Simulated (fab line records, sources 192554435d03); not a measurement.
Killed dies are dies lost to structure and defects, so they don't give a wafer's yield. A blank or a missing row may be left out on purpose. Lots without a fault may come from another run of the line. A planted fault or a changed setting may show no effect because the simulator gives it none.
fab line records | flow n5_finfet | part 1 of 2: steps 1 to 18 of 28
record lots=5 wafers=15 last_day=17
route steps=1938 shown STI_FIN_REVEAL@188 DUMMY_GATE@212
lots that met no fault: from a run of the same line without faults
start_h: hours from the record's first day to the start of the lot's first wafer shown | wait_h: hours since the lot's step before | " the same as in the row above | L1.1+2: a row that stands for several wafers | - no value, or no start given | * or withheld: withheld | < > ~ a bound
route shown NAME@n: a module of which the file shows steps, and the number in the route of the first | usual: mean/standard deviation of fault-free wafers | same: alike in all rows | chamber/n: place in a boat | sites: the reading at each site | _std_site: their standard deviation | _edge_site: outer sites' mean less inner sites' | radius_mm: how far each site lies from the wafer's centre | mask NAME#n: copy n | behind: the tool/chamber that last shaped the wafer | hold: why the lot was held/for how many hours/how that ended | device: the transistor (n, p or np) that didn't switch | end of line: the same wafers' tests at the end of the route | a step without rows: its recipe alone | killed: dies lost to structure and defects at the first sort, not the wafer's yield | map: a wafer's dies, x killed, . not, _ none there
set.NAME: the setting as run; set.NAME@STEP: as run at that earlier step | model.NAME: the simulator's own value behind a step, which no gauge read
lots at some steps of the route; a table a step, a row a wafer
services: from which hour (start_h, from the record's first day; less than 0 if before it) a tool's chamber was out of use, for how many hours, and why
## steps
# step N5_STI_FIN_REVEAL_THK_MEAS_05
# usual thk_nm=131.4/1.2
# columns lot.wafer tool chamber start_h wait_h thk_nm
L074.4 film_metro-01 - 34.91 - 131.9
L074.5 " - " " 129.2
L074.6 " - " " 130.8
L080.1 film_metro-01 - 70.30 - 132.3
L080.3 " - " " 132.5
L080.5 " - " " 131.3
L083.2 film_metro-02 - 96.19 - 131.8
L083.3 " - " " 131.8
L083.5 " - " " 131.6
L094.2 film_metro-02 - 155.22 - 130.7
L094.4 " - " " 130.6
L094.6 " - " " 132.5
L095.1 film_metro-01 - 160.25 - 131.3
L095.2 " - " " 131.8
L095.6 " - " " 132.5
# step N5_STI_FIN_REVEAL_DENSIFY_30
# recipe temp_c=* time_s=* ambient=N2 idle_temp_c=600 ramp_up_c_per_s=150 ramp_down_c_per_s=60 cool_to_c=600
# usual lamp_power_pct=11.54/0.053 wafer_temp_C_max=*
# columns lot.wafer tool chamber start_h wait_h lamp_power_pct wafer_temp_C_max
L074.4 rtp_anneal-01 0 35.03 0.1 11.48 *
L074.5 " 0 " " 11.55 *
L074.6 " 0 " " 11.52 *
L080.1 rtp_anneal-02 0 70.33 0.0 11.60 *
L080.3 " 0 " " 11.39 *
L080.5 " 0 " " 11.60 *
L083.2 rtp_anneal-02 0 96.25 0.1 11.51 *
L083.3 " 0 " " 11.54 *
L083.5 " 0 " " 11.49 *
L094.2 rtp_anneal-01 0 155.28 0.1 11.58 *
L094.4 " 0 " " 11.36 *
L094.6 " 0 " " 11.53 *
L095.1 rtp_anneal-01 0 160.31 0.1 11.50 *
L095.2 " 0 " " 11.53 *
L095.6 " 0 " " 11.50 *
# step N5_STI_FIN_REVEAL_ETCHBACK_08
# recipe chemistry=C4F6/O2 target=SiO2 target_depth_a=305 time_s=10.167 ion_energy_ev=250 pressure_mtorr=30 source_w=345 bias_w=185 Ar_flow_sccm=300 C4F6_flow_sccm=10 O2_flow_sccm=10
# usual bias_w=185.0/0.57 drypump_motor_current_A=5.8/0.42 oes_product_au=0.77/0.094 rf_vpp_V=667/17 showerhead_plenum_p_Torr=2.85/0.096 throttle_valve_pct=21.17/0.2
# columns lot.wafer tool chamber start_h wait_h bias_w drypump_motor_current_A oes_product_au rf_hours_counter_h rf_vpp_V showerhead_plenum_p_Torr throttle_valve_pct
L074.4 rie_diel-04 3 35.15 0.1 184.9 5.5 0.93 12 635 2.78 20.86
L074.5 " 0 " " 185.7 5.5 0.70 - 670 2.72 21.21
L074.6 " 3 " " 184.9 5.5 0.94 - 635 2.78 20.85
L080.1 rie_diel-03 3 70.54 0.2 184.4 6.1 0.93 13 689 2.90 21.00
L080.3 " 1 " " 184.7 6.2 0.70 237 661 2.95 21.50
L080.5 " 1 " " 184.2 6.3 0.70 - 662 2.95 21.50
L083.2 rie_diel-03 3 96.43 0.2 184.6 6.1 0.92 23 687 2.89 21.02
L083.3 " 0 " " 184.3 5.7 0.67 243 677 2.82 21.39
L083.5 " 1 " " 184.5 6.2 0.69 - 659 2.94 21.49
L094.2 rie_diel-03 1 155.46 0.2 184.5 6.3 0.93 8 679 2.94 21.26
L094.4 " 3 " " 184.4 6.1 0.86 - 687 2.88 21.06
L094.6 " 2 " " 184.0 4.8 0.69 - 673 2.81 21.49
L095.1 rie_diel-02 0 160.52 0.2 185.4 5.9 0.91 46 685 2.89 21.04
L095.2 " 3 " " 184.9 6.3 0.71 193 687 2.95 20.92
L095.6 " 3 " " 185.7 6.3 0.71 - 686 2.95 20.90
# step N5_STI_FIN_REVEAL_STRIP_24
# recipe chemistry=N2/H2 time_s=90 power_w=100 temp_c=40 pressure_mtorr=100 rf_frequency_hz=6e+07 bias_power_w=3 n2_flow_sccm=300 h2_flow_sccm=300
# usual drypump_motor_current_A=5.8/0.42 oes_product_au=0.78/0.095 rf_vpp_V=45.3/0.88 showerhead_plenum_p_Torr=3.38/0.11 temp_c=39.99/0.12 throttle_valve_pct=12.23/0.24
# columns lot.wafer tool chamber start_h wait_h drypump_motor_current_A oes_product_au rf_hours_counter_h rf_vpp_V showerhead_plenum_p_Torr temp_c throttle_valve_pct
L074.4 rie_diel-04 3 35.19 0.0 5.6 0.91 12 46.6 3.31 40.10 11.91
L074.5 " 0 " " 5.6 0.69 - 45.0 3.18 40.10 12.23
L074.6 " 3 " " 5.6 0.91 - 45.5 3.31 40.05 11.91
L080.1 rie_diel-03 3 70.57 0.0 6.1 0.95 13 45.2 3.45 39.81 11.95
L080.3 " 1 " " 6.3 0.70 237 46.0 3.47 40.01 12.58
L080.5 " 1 " " 6.3 0.69 - 43.8 3.47 40.03 12.57
L083.2 rie_diel-03 3 96.47 0.0 6.1 0.93 23 43.6 3.44 39.79 11.99
L083.3 " 0 " " 5.7 0.68 243 45.3 3.33 40.13 12.56
L083.5 " 1 " " 6.3 0.68 - 45.7 3.47 39.92 12.59
L094.2 rie_diel-03 1 155.50 0.0 6.2 0.92 8 45.5 3.46 40.08 12.01
L094.4 " 3 " " 6.1 0.88 - 44.8 3.42 39.88 12.05
L094.6 " 2 " " 4.8 0.68 - 44.7 3.31 39.89 12.51
L095.1 rie_diel-02 0 160.56 0.0 5.9 0.89 46 44.4 3.42 40.01 11.94
L095.2 " 3 " " 6.3 0.71 193 44.7 3.50 40.25 12.14
L095.6 " 3 " " 6.3 0.71 - 45.9 3.50 40.09 12.14
# step N5_STI_FIN_REVEAL_PRECLEAN_25
# recipe chemistry=SPM time_s=90 temp_c=120 mix=4:1
# usual bath_heat_duty_pct=13.6/1.5 temp_c=119.98/0.13
# columns lot.wafer tool chamber start_h wait_h bath_heat_duty_pct temp_c
L074.4 wet_bench-05 6 35.31 0.1 9.4 120.13
L074.5 " 5 " " 15.5 120.10
L074.6 " 0 " " 13.3 119.89
L080.1 wet_bench-06 1 70.69 0.1 13.2 119.88
L080.3 " 0 " " 11.3 119.94
L080.5 " 3 " " 13.9 120.22
L083.2 wet_bench-05 4 96.59 0.1 14.8 119.96
L083.3 " 1 " " 15.3 119.90
L083.5 " 3 " " 14.5 119.85
L094.2 wet_bench-05 4 155.67 0.1 14.6 119.98
L094.4 " 7 " " 14.9 119.97
L094.6 " 0 " " 13.3 119.81
L095.1 wet_bench-03 7 160.68 0.1 13.2 119.80
L095.2 " 6 " " 14.5 120.03
L095.6 " 3 " " 11.9 120.07
# step N5_STI_FIN_REVEAL_PRECLEAN_26
# recipe chemistry=SC1 time_s=45 temp_c=46 mix=1:2:100
# usual bath_heat_duty_pct=6.2/0.79 temp_c=46.00/0.12
# columns lot.wafer tool chamber start_h wait_h bath_heat_duty_pct temp_c
L074.4 wet_bench-05 6 35.33 0.0 4.0 46.10
L074.5 " 5 " " 7.2 45.92
L074.6 " 0 " " 6.7 45.84
L080.1 wet_bench-06 1 70.72 0.0 5.8 46.01
L080.3 " 0 " " 5.2 46.11
L080.5 " 3 " " 5.0 46.02
L083.2 wet_bench-05 4 96.62 0.0 5.9 46.06
L083.3 " 1 " " 6.2 46.11
L083.5 " 3 " " 6.9 46.07
L094.2 wet_bench-05 4 155.70 0.0 6.1 45.94
L094.4 " 7 " " 6.1 46.08
L094.6 " 0 " " 5.7 45.97
L095.1 wet_bench-03 7 160.71 0.0 5.9 46.21
L095.2 " 6 " " 7.0 46.02
L095.6 " 3 " " 5.1 45.98
# step N5_STI_FIN_REVEAL_PRECLEAN_29
# recipe chemistry=DHF time_s=30 temp_c=25 dilution=300:1
# usual bath_heat_duty_pct=6.4/0.77 temp_c=25.02/0.1
# columns lot.wafer tool chamber start_h wait_h bath_heat_duty_pct temp_c
L074.4 wet_bench-05 6 35.35 0.0 5.1 25.16
L074.5 " 5 " " 6.6 25.23
L074.6 " 0 " " 6.1 25.09
L080.1 wet_bench-06 1 70.74 0.0 5.4 25.13
L080.3 " 0 " " 5.5 25.06
L080.5 " 3 " " 5.4 25.10
L083.2 wet_bench-05 4 96.63 0.0 6.6 25.03
L083.3 " 1 " " 7.2 25.02
L083.5 " 3 " " 6.9 25.07
L094.2 wet_bench-05 4 155.71 0.0 7.7 25.06
L094.4 " 7 " " 6.0 25.03
L094.6 " 0 " " 5.9 24.95
L095.1 wet_bench-03 7 160.72 0.0 6.4 24.91
L095.2 " 6 " " 7.2 24.92
L095.6 " 3 " " 6.2 25.08
# step N5_STI_FIN_REVEAL_SRD_12
# recipe time_s=30 temp_c=23 rinse_liquid=diw dry=ipa_marangoni
# usual bath_heat_duty_pct=3.7/0.54 temp_c=23.00/0.094
# columns lot.wafer tool chamber start_h wait_h bath_heat_duty_pct temp_c
L074.4 wet_bench-05 6 35.36 0.0 2.5 23.01
L074.5 " 5 " " 4.7 22.90
L074.6 " 0 " " 3.7 23.06
L080.1 wet_bench-06 1 70.74 0.0 3.9 22.81
L080.3 " 0 " " 2.8 23.01
L080.5 " 3 " " 3.6 23.04
L083.2 wet_bench-05 4 96.64 0.0 4.5 23.04
L083.3 " 1 " " 3.6 22.80
L083.5 " 3 " " 3.2 22.95
L094.2 wet_bench-05 4 155.72 0.0 4.1 22.92
L094.4 " 7 " " 3.8 23.01
L094.6 " 0 " " 3.0 23.03
L095.1 wet_bench-03 7 160.73 0.0 3.4 23.01
L095.2 " 6 " " 4.1 23.10
L095.6 " 3 " " 3.6 22.93
# step N5_STI_FIN_REVEAL_RECESS_09
# recipe chemistry=HF/NH3 target=SiO2 afs_cycles=11 target_depth_a=425 temp_c=30 sublimation_temp_c=180 sublimation_time_s=60
# usual drypump_motor_current_A=5.80/0.19 temp_c=30.00/0.11
# columns lot.wafer tool chamber start_h wait_h drypump_motor_current_A temp_c
L074.4 vapor_etch-01 0 35.93 0.6 5.65 29.94
L074.5 " 1 " " 5.84 29.93
L074.6 " 0 " " 5.64 29.98
L080.1 vapor_etch-01 0 71.59 0.8 5.68 30.09
L080.3 " 1 " " 5.86 30.08
L080.5 " 0 " " 5.68 29.74
L083.2 vapor_etch-01 1 96.68 0.0 5.84 29.97
L083.3 " 0 " " 5.67 30.06
L083.5 " 1 " " 5.84 30.32
L094.2 vapor_etch-01 0 155.77 0.0 5.67 29.85
L094.4 " 1 " " 5.87 30.03
L094.6 " 0 " " 5.66 29.89
L095.1 vapor_etch-01 1 160.77 0.0 5.83 29.90
L095.2 " 0 " " 5.68 30.00
L095.6 " 0 161.83 1.1 5.65 29.97
# step N5_STI_FIN_REVEAL_STRIP_16
# recipe chemistry=H3PO4 material=SiNx temp_c=165 target_depth_a=238 overetch_fraction=0.4964 dry=ipa_marangoni
# usual bath_heat_duty_pct=28/3.4 temp_c=164.97/0.14
# columns lot.wafer tool chamber start_h wait_h bath_heat_duty_pct temp_c
L074.4 wet_bench-06 4 37.02 0.6 30 165.01
L074.5 " 6 " " 26 164.84
L074.6 " 3 " " 26 164.77
L080.1 wet_bench-03 0 73.21 1.1 35 165.36
L080.3 " 3 " " 25 165.07
L080.5 " 1 " " 25 165.17
L083.2 wet_bench-06 5 98.30 1.1 34 165.02
L083.3 " 2 " " 30 165.02
L083.5 " 3 " " 27 164.98
L094.2 wet_bench-06 1 157.38 1.1 28 164.83
L094.4 " 2 " " 30 165.02
L094.6 " 3 " " 26 165.08
L095.1 wet_bench-03 7 162.39 1.1 30 164.96
L095.2 " 6 " " 33 164.74
L095.6 " 5 " " 27 164.83
# step N5_STI_FIN_REVEAL_PRECLEAN_17
# recipe chemistry=NF3:NH3 afs_cycles=1 temp_c=30 time_s=20 sublimation_temp_c=180 sublimation_time_s=60 pressure_torr=3 rf_power_w=30
# usual pressure_torr=2.999/0.0058 temp_c=30.01/0.11
# columns lot.wafer tool chamber start_h wait_h pressure_torr temp_c
L074.4 remote_plasma-02 1 37.38 0.1 3.001 29.94
L074.5 " 1 " " 2.994 29.99
L074.6 " 1 " " 3.000 29.95
L080.1 remote_plasma-02 1 73.48 0.0 3.006 30.05
L080.3 " 1 " " 3.002 30.01
L080.5 " 1 " " 3.006 29.95
L083.2 remote_plasma-01 1 98.62 0.1 3.000 30.09
L083.3 " 1 " " 3.002 29.89
L083.5 " 1 " " 3.006 29.91
L094.2 remote_plasma-01 0 157.95 0.1 3.000 30.16
L094.4 " 0 " " 3.002 30.09
L094.6 " 0 " " 2.998 30.07
L095.1 remote_plasma-02 1 162.66 0.0 2.995 29.96
L095.2 " 1 " " 3.000 30.10
L095.6 " 1 " " 2.995 30.05
# step N5_STI_FIN_REVEAL_ETCH_34
# recipe chemistry=H2 mode=isotropic material=Si target=Si target_depth_a=9.7 temp_c=20 pressure_mtorr=4.5 icp_w=300 bias_w=0 h2_flow_sccm=7.5 he_flow_sccm=142.5
# usual drypump_motor_current_A=5.83/0.28 he_flow_sccm=142.5/0.43 oes_product_au=1.000/0.017 temp_c=20.01/0.11 throttle_valve_pct=25.63/0.28
# same bias_w=0
# columns lot.wafer tool chamber start_h wait_h drypump_motor_current_A he_flow_sccm oes_product_au rf_hours_counter_h temp_c throttle_valve_pct
L074.4 rie_si-04 1 37.51 0.1 5.47 143.0 1.000 - 19.94 25.71
L074.5 " 3 " " 5.89 142.8 1.002 - 20.08 25.73
L074.6 " 2 " " 5.97 141.6 1.007 - 20.07 25.50
L080.1 rie_si-02 2 73.68 0.2 5.86 142.6 1.003 121 19.82 25.40
L080.3 " 3 " " 5.64 143.8 0.992 79 20.02 25.53
L080.5 " 1 " " 5.22 142.7 1.003 - 20.05 26.39
L083.2 rie_si-06 0 98.81 0.2 5.72 142.1 1.001 49 20.12 25.25
L083.3 " 2 " " 6.31 143.0 1.017 55 20.18 25.31
L083.5 " 3 " " 6.10 142.4 1.023 - 19.98 25.78
L094.2 rie_si-06 0 158.28 0.3 5.74 143.2 0.998 50 20.01 25.24
L094.4 " 1 " " 5.78 142.1 0.981 23 20.09 25.74
L094.6 " 0 " " 5.77 142.4 1.001 - 20.04 25.26
L095.1 rie_si-06 2 162.87 0.2 6.33 142.3 1.019 56 19.79 25.31
L095.2 " 3 " " 6.16 142.5 1.015 1 20.08 25.80
L095.6 " 1 " " 5.79 142.8 0.989 - 19.86 25.74
# step N5_STI_FIN_REVEAL_OXIDATION_31
# recipe chemistry=O2_PLASMA_REMOTE temp_c=150 time_s=20 pressure_mtorr=1000 source_power_w=2000 o2_flow_sccm=3000
# usual drypump_motor_current_A=5.67/0.2 heater_power_w=143/21 temp_c=150.01/0.14
# columns lot.wafer tool chamber start_h wait_h drypump_motor_current_A heater_power_w rf_hours_counter_h temp_c
L074.4 plasma_asher-02 0 37.57 0.0 6.03 189 - 150.01
L074.5 " 1 " " 5.48 135 - 150.23
L074.6 " 0 " " 6.03 183 - 149.91
L080.1 plasma_asher-02 0 73.74 0.0 6.02 180 89 149.95
L080.3 " 1 " " 5.46 142 - 150.01
L080.5 " 1 " " 5.49 146 - 150.09
L083.2 plasma_asher-02 1 98.92 0.1 5.46 147 94 149.94
L083.3 " 0 " " 6.02 184 - 150.06
L083.5 " 1 " " 5.46 143 - 150.19
L094.2 plasma_asher-02 1 158.34 0.0 5.47 142 105 150.26
L094.4 " 1 " " 5.48 141 - 149.99
L094.6 " 0 " " 6.01 185 - 149.86
L095.1 plasma_asher-01 0 162.93 0.0 5.49 134 52 149.80
L095.2 " 1 " " 5.76 124 52 150.09
L095.6 " 0 " " 5.51 131 - 149.90
# step N5_STI_FIN_REVEAL_PRECLEAN_32
# recipe chemistry=NF3:NH3 afs_cycles=1 temp_c=30 time_s=20 sublimation_temp_c=180 sublimation_time_s=60 pressure_torr=3 rf_power_w=30
# usual pressure_torr=2.999/0.0058 temp_c=30.03/0.1
# columns lot.wafer tool chamber start_h wait_h pressure_torr temp_c
L074.4 remote_plasma-02 0 37.73 0.1 3.006 29.95
L074.5 " 0 " " 2.999 29.99
L074.6 " 0 " " 2.995 29.89
L080.1 remote_plasma-01 1 73.82 0.1 2.990 29.94
L080.3 " 1 " " 2.990 30.06
L080.5 " 1 " " 2.996 30.09
L083.2 remote_plasma-02 0 99.04 0.1 2.998 30.00
L083.3 " 0 " " 3.008 30.08
L083.5 " 0 " " 3.002 30.06
L094.2 remote_plasma-01 0 158.48 0.1 2.994 30.15
L094.4 " 0 " " 3.001 30.03
L094.6 " 0 " " 3.005 30.19
L095.1 remote_plasma-02 0 163.01 0.1 3.002 29.98
L095.2 " 0 " " 3.003 30.00
L095.6 " 0 " " 3.006 29.97
# step N5_STI_FIN_REVEAL_STRIP_35
# recipe chemistry=H3PO4 material=Si3N4 temp_c=165 target_depth_a=40 time_s=39
# usual bath_heat_duty_pct=28/3.1 temp_c=165.02/0.15
# columns lot.wafer tool chamber start_h wait_h bath_heat_duty_pct temp_c
L074.4 wet_bench-03 7 37.85 0.1 27 164.89
L074.5 " 2 " " 29 165.13
L074.6 " 1 " " 24 165.20
L080.1 wet_bench-05 4 74.03 0.2 29 164.93
L080.3 " 5 " " 31 164.89
L080.5 " 7 " " 27 165.09
L083.2 wet_bench-06 4 99.23 0.2 28 164.98
L083.3 " 2 " " 30 165.21
L083.5 " 5 " " 33 165.01
L094.2 wet_bench-05 4 158.81 0.3 29 164.79
L094.4 " 7 " " 29 164.91
L094.6 " 1 " " 30 164.94
L095.1 wet_bench-03 5 163.22 0.2 28 164.86
L095.2 " 4 " " 24 165.19
L095.6 " 1 " " 25 164.98
# step N5_STI_FIN_REVEAL_SRD_21
# recipe dry=ipa_marangoni time_s=30 temp_c=23 rinse_liquid=diw
# usual bath_heat_duty_pct=3.8/0.57 temp_c=23.01/0.098
# columns lot.wafer tool chamber start_h wait_h bath_heat_duty_pct temp_c
L074.4 wet_bench-03 7 37.86 0.0 3.6 22.90
L074.5 " 2 " " 4.2 23.00
L074.6 " 1 " " 3.6 22.97
L080.1 wet_bench-05 4 74.05 0.0 4.5 23.00
L080.3 " 5 " " 4.3 22.80
L080.5 " 7 " " 4.9 23.00
L083.2 wet_bench-06 4 99.24 0.0 3.9 23.05
L083.3 " 2 " " 4.5 23.07
L083.5 " 5 " " 5.0 22.95
L094.2 wet_bench-05 4 158.83 0.0 3.5 23.01
L094.4 " 7 " " 3.8 23.13
L094.6 " 1 " " 4.8 23.00
L095.1 wet_bench-03 5 163.23 0.0 3.5 23.08
L095.2 " 4 " " 3.1 23.02
L095.6 " 1 " " 3.2 22.94
# step N5_STI_FIN_REVEAL_OXIDATION_33
# recipe chemistry=O2_PLASMA_REMOTE temp_c=150 time_s=20 pressure_mtorr=1000 source_power_w=2000 o2_flow_sccm=3000
# usual drypump_motor_current_A=5.68/0.21 heater_power_w=144/21 temp_c=149.99/0.15
# columns lot.wafer tool chamber start_h wait_h drypump_motor_current_A heater_power_w rf_hours_counter_h temp_c
L074.4 plasma_asher-01 0 37.92 0.0 5.51 133 - 149.88
L074.5 " 0 " " 5.53 128 - 149.86
L074.6 " 1 " " 5.75 130 - 149.91
L080.1 plasma_asher-02 0 74.10 0.0 6.03 183 89 150.10
L080.3 " 1 " " 5.48 144 - 150.08
L080.5 " 1 " " 5.47 142 - 150.01
L083.2 plasma_asher-02 1 99.29 0.0 5.48 141 94 149.89
L083.3 " 1 " " 5.50 141 - 149.93
L083.5 " 0 " " 6.03 184 - 149.98
L094.2 plasma_asher-01 0 158.87 0.0 5.51 134 52 149.96
L094.4 " 1 " " 5.76 132 - 150.09
L094.6 " 1 " " 5.76 127 - 150.07
L095.1 plasma_asher-02 0 163.28 0.0 6.03 182 106 149.95
L095.2 " 1 " " 5.47 146 106 149.91
L095.6 " 1 " " 5.48 141 - 149.86
# step N5_STI_FIN_REVEAL_CLEAN_19
# recipe chemistry=O3/DIW temp_c=25 time_s=120 o3_ppm=10
# usual bath_heat_duty_pct=6.4/0.78 temp_c=25.00/0.12
# columns lot.wafer tool chamber start_h wait_h bath_heat_duty_pct temp_c
L074.4 wet_bench-05 1 37.99 0.0 6.6 24.90
L074.5 " 7 " " 6.7 25.10
L074.6 " 0 " " 5.8 24.72
L080.1 wet_bench-06 6 74.18 0.1 4.8 25.12
L080.3 " 2 " " 7.5 24.77
L080.5 " 0 " " 5.1 24.86
L083.2 wet_bench-06 2 99.38 0.1 6.2 25.08
L083.3 " 3 " " 6.6 25.10
L083.5 " 6 " " 6.0 24.97
L094.2 wet_bench-06 1 158.96 0.1 6.0 24.74
L094.4 " 2 " " 6.5 24.94
L094.6 " 7 " " 6.4 25.16
L095.1 wet_bench-06 4 163.36 0.1 6.3 24.93
L095.2 " 7 " " 5.9 24.81
L095.6 " 1 " " 5.8 25.06
